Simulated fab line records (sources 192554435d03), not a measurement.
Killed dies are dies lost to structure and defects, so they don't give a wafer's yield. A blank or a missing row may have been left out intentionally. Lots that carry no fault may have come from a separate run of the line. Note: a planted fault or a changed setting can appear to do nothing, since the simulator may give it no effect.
The tool behind it: which one? | flow n5-finfet | 72 wafers from 24 lots sampled at 5 of the route's 1938 steps

WHAT THE GAUGES READ, wafer by wafer
N5_BEOL_M7_RS_MEAS_57: a four-point-probe measurement. Usual: for M7_RS the level is 0.287 ohm/sq and the standard deviation is 0.012.
lot  | measured     | on            | M7_RS (ohm/sq)    | flag
L074 | day 9 01:51  | film-metro-02 | 0.277 0.288 0.291 |
L075 | day 9 12:51  | film-metro-02 | 0.288 0.284 0.284 |
L077 | day 9 19:04  | film-metro-01 | 0.285 0.289 0.290 |
L076 | day 10 10:47 | film-metro-01 | 0.300 0.299 0.261 |
L081 | day 10 15:40 | film-metro-01 | 0.300 0.302 0.302 |
L079 | day 10 17:46 | film-metro-01 | 0.281 0.286 0.296 |
L080 | day 10 18:02 | film-metro-02 | 0.287 0.288 0.297 |
L082 | day 11 21:47 | film-metro-01 | 0.297 0.268 0.282 |
L078 | day 12 01:27 | film-metro-01 | 0.296 0.293 0.284 |
L083 | day 12 06:50 | film-metro-01 | 0.299 0.280 0.271 |
L084 | day 12 11:22 | film-metro-02 | 0.283 0.280 0.285 |
L085 | day 12 20:53 | film-metro-01 | 0.283 0.279 0.274 |
L086 | day 12 22:30 | film-metro-01 | 0.297 0.288 0.303 |
L088 | day 13 09:27 | film-metro-02 | 0.295 0.290 0.292 |
L087 | day 13 17:44 | film-metro-01 | 0.287 0.299 0.298 |
L090 | day 14 02:05 | film-metro-01 | 0.282 0.297 0.297 |
L089 | day 14 10:59 | film-metro-02 | 0.281 0.304 0.298 |
L091 | day 14 19:54 | film-metro-01 | 0.269 0.288 0.275 |
L092 | day 15 02:28 | film-metro-02 | 0.298 0.277 0.296 |
L095 | day 15 05:21 | film-metro-01 | 0.301 0.291 0.301 |
L093 | day 15 07:58 | film-metro-02 | 0.292 0.273 0.299 |
L094 | day 15 09:11 | film-metro-02 | 0.285 0.260 0.282 |
L097 | day 15 11:50 | film-metro-02 | 0.300 0.298 0.281 |
L096 | day 15 17:33 | film-metro-02 | 0.280 0.276 0.281 |

N5_BEOL_M8_CD_MEAS_28: the cd target is 40 nm. Usual: 39.96 nm for cd-nm, sd 0.23.
lot  | measured     | on        | cd-nm (nm)        | flag
L074 | day 9 05:00  | cd-sem-01 | 39.93 40.07 40.06 |
L075 | day 9 22:00  | cd-sem-03 | 39.98 40.27 39.68 |
L077 | day 10 00:30 | cd-sem-01 | 39.90 40.22 40.26 |
L076 | day 10 15:56 | cd-sem-03 | 40.06 39.71 40.19 |
L081 | day 10 19:46 | cd-sem-03 | 39.70 40.19 40.03 |
L079 | day 10 21:35 | cd-sem-02 | 40.05 39.73 40.00 |
L080 | day 10 21:54 | cd-sem-01 | 40.03 39.69 39.70 |
L082 | day 12 03:01 | cd-sem-03 | 39.99 40.02 40.22 |
L078 | day 12 07:12 | cd-sem-02 | 39.71 40.15 39.95 |
L083 | day 12 09:37 | cd-sem-02 | 39.98 39.46 39.52 |
L084 | day 12 15:13 | cd-sem-01 | 40.16 39.98 40.11 |
L085 | day 13 00:48 | cd-sem-03 | 39.91 39.97 40.29 |
L086 | day 13 05:47 | cd-sem-03 | 40.05 40.02 40.07 |
L088 | day 13 15:18 | cd-sem-02 | 39.87 39.45 39.94 |
L087 | day 13 20:55 | cd-sem-02 | 39.73 39.79 39.99 |
L090 | day 14 08:20 | cd-sem-02 | 40.09 40.03 40.28 |
L089 | day 14 18:25 | cd-sem-01 | 40.06 40.09 39.69 |
L091 | day 15 00:01 | cd-sem-03 | 40.05 39.87 40.15 |
L092 | day 15 06:41 | cd-sem-01 | 39.74 40.41 40.05 |
L095 | day 15 10:00 | cd-sem-03 | 40.00 39.52 39.57 |
L093 | day 15 10:19 | cd-sem-03 | 40.29 39.54 40.44 |
L094 | day 15 13:09 | cd-sem-03 | 39.67 39.85 40.00 |
L097 | day 15 16:34 | cd-sem-02 | 40.14 39.76 39.95 |
L096 | day 15 22:23 | cd-sem-02 | 39.60 39.83 39.65 |

N5_BEOL_M9_INSPECT_13: inspects for defects (brightfield). Usual: 408 for raw-defect-count, sd 110.
lot  | measured     | on                | raw-defect-count | flag
L074 | day 9 10:51  | defect-inspect-01 | 297 406 456      |
L075 | day 10 04:04 | defect-inspect-01 | 675 467 459      |
L077 | day 10 08:36 | defect-inspect-01 | 345 332 397      |
L076 | day 10 23:00 | defect-inspect-01 | 657 512 607      |
L081 | day 11 05:04 | defect-inspect-01 | 365 349 319      |
L079 | day 11 06:20 | defect-inspect-01 | 693 396 495      |
L080 | day 11 07:23 | defect-inspect-02 | 449 363 399      |
L082 | day 12 08:17 | defect-inspect-01 | 313 256 264      |
L078 | day 12 12:25 | defect-inspect-02 | 319 359 294      |
L083 | day 12 15:15 | defect-inspect-02 | 367 303 330      |
L084 | day 12 20:04 | defect-inspect-02 | 275 353 405      |
L085 | day 13 10:55 | defect-inspect-02 | 508 697 557      |
L086 | day 13 11:25 | defect-inspect-01 | 281 385 405      |
L088 | day 13 20:38 | defect-inspect-01 | 447 446 450      |
L087 | day 14 05:01 | defect-inspect-02 | 526 442 441      |
L090 | day 14 15:10 | defect-inspect-01 | 436 485 515      |
L089 | day 14 23:46 | defect-inspect-01 | 464 371 377      |
L091 | day 15 05:03 | defect-inspect-02 | 396 401 451      |
L092 | day 15 14:19 | defect-inspect-01 | 293 212 215      |
L095 | day 15 18:03 | defect-inspect-01 | 282 472 322      |
L093 | day 15 18:16 | defect-inspect-01 | 437 323 453      |
L094 | day 15 18:34 | defect-inspect-01 | 246 377 278      |
L097 | day 15 23:50 | defect-inspect-02 | 537 343 351      |
L096 | day 16 03:23 | defect-inspect-02 | 333 522 268      |

N5_BEOL_M9_CD_MEAS_18: pitch 140 nm, target cd 70 nm. Usual: 69.3 nm for cd-nm, sd 0.8.
lot  | measured     | on        | cd-nm (nm)     | flag
L074 | day 9 12:23  | cd-sem-02 | 69.2 69.0 69.3 |
L075 | day 10 04:49 | cd-sem-03 | 68.4 69.3 70.1 |
L077 | day 10 09:06 | cd-sem-01 | 68.4 69.2 69.6 |
L076 | day 10 23:30 | cd-sem-01 | 68.8 68.5 70.1 |
L081 | day 11 05:38 | cd-sem-01 | 69.2 68.8 68.9 |
L079 | day 11 06:49 | cd-sem-03 | 69.9 68.4 69.7 |
L080 | day 11 07:52 | cd-sem-03 | 68.4 68.2 69.5 |
L082 | day 12 08:48 | cd-sem-03 | 68.3 69.2 69.2 |
L078 | day 12 12:53 | cd-sem-01 | 69.4 70.9 69.3 |
L083 | day 12 16:12 | cd-sem-03 | 69.6 69.7 69.0 |
L084 | day 12 20:34 | cd-sem-03 | 68.9 68.7 70.5 |
L085 | day 13 11:37 | cd-sem-01 | 68.8 70.3 70.0 |
L086 | day 13 12:02 | cd-sem-02 | 69.1 69.3 68.3 |
L088 | day 13 21:31 | cd-sem-03 | 70.7 68.0 70.5 |
L087 | day 14 05:30 | cd-sem-03 | 70.2 69.7 69.2 |
L090 | day 14 15:40 | cd-sem-02 | 70.0 70.0 70.3 |
L089 | day 15 00:16 | cd-sem-01 | 70.2 68.9 68.5 |
L091 | day 15 05:34 | cd-sem-03 | 67.0 69.0 68.7 |
L092 | day 15 15:06 | cd-sem-01 | 68.7 68.9 69.7 |
L095 | day 15 18:32 | cd-sem-01 | 69.2 70.1 68.3 |
L093 | day 15 18:46 | cd-sem-03 | 69.9 70.0 68.8 |
L094 | day 15 19:04 | cd-sem-03 | 69.4 68.9 69.4 |
L097 | day 16 00:20 | cd-sem-02 | 70.3 68.6 70.4 |
L096 | day 16 03:52 | cd-sem-01 | 68.3 68.5 69.0 |

N5_BEOL_M9_INSPECT_30: inspects for defects (brightfield). Usual: 410 for raw-defect-count, sd 110.
lot  | measured     | on                | raw-defect-count | flag
L074 | day 9 21:54  | defect-inspect-01 | 316 410 488      |
L075 | day 10 07:26 | defect-inspect-02 | 643 460 447      |
L077 | day 10 13:34 | defect-inspect-02 | 352 353 384      |
L076 | day 11 06:43 | defect-inspect-01 | 632 512 612      |
L081 | day 11 09:17 | defect-inspect-02 | 336 327 305      |
L079 | day 11 09:07 | defect-inspect-02 | 682 387 497      |
L080 | day 11 09:19 | defect-inspect-01 | 461 368 415      |
L082 | day 12 09:12 | defect-inspect-01 | 310 260 256      |
L078 | day 12 13:45 | defect-inspect-01 | 348 384 315      |
L083 | day 12 17:52 | defect-inspect-01 | 362 319 361      |
L084 | day 12 21:37 | defect-inspect-02 | 280 368 381      |
L085 | day 13 12:40 | defect-inspect-01 | 538 731 597      |
L086 | day 13 12:50 | defect-inspect-02 | 261 351 405      |
L088 | day 14 00:02 | defect-inspect-02 | 421 411 453      |
L087 | day 14 08:20 | defect-inspect-01 | 572 478 478      |
L090 | day 14 18:38 | defect-inspect-02 | 423 437 505      |
L089 | day 15 01:34 | defect-inspect-01 | 481 368 356      |
L091 | day 15 06:25 | defect-inspect-02 | 394 393 459      |
L092 | day 15 17:08 | defect-inspect-01 | 299 215 218      |
L095 | day 15 19:05 | defect-inspect-02 | 269 441 318      |
L093 | day 15 19:16 | defect-inspect-02 | 411 290 413      |
L094 | day 15 19:27 | defect-inspect-02 | 236 371 274      |
L097 | day 16 00:46 | defect-inspect-01 | 573 388 402      |
L096 | day 16 04:23 | defect-inspect-02 | 333 514 289      |

TOOL THAT RAN EACH LOT (tool first, then ch and the chambers of the sampled wafers, then the start)
Before these readings, the record contains no process step.

WHAT THE TOOLS THEMSELVES READ (means of the sampled wafers that have a number; where no wafer has one, the mark that the record gives instead)
The record holds no such reading with a usual standard deviation.

THE ANSWER, worked out from the rows above alone
Rule: lot off if the mean of its wafers having a number is beyond 3 standard deviations from the usual mean. A lot without any number at a reading at which 4 lots or more have one is off too. All remaining lots with rows at the step are treated as sound. The gauges are gone through in route order, then the tools' own readings, and for those a lot's mean is taken as printed above. The first step at which some lot is off is used, and at that step the reading that is off furthest; a lot without a number counts as furthest.
None of the lots is off at any reading shown; this tells nothing.

WHAT THE SIMULATOR HAD PUT IN
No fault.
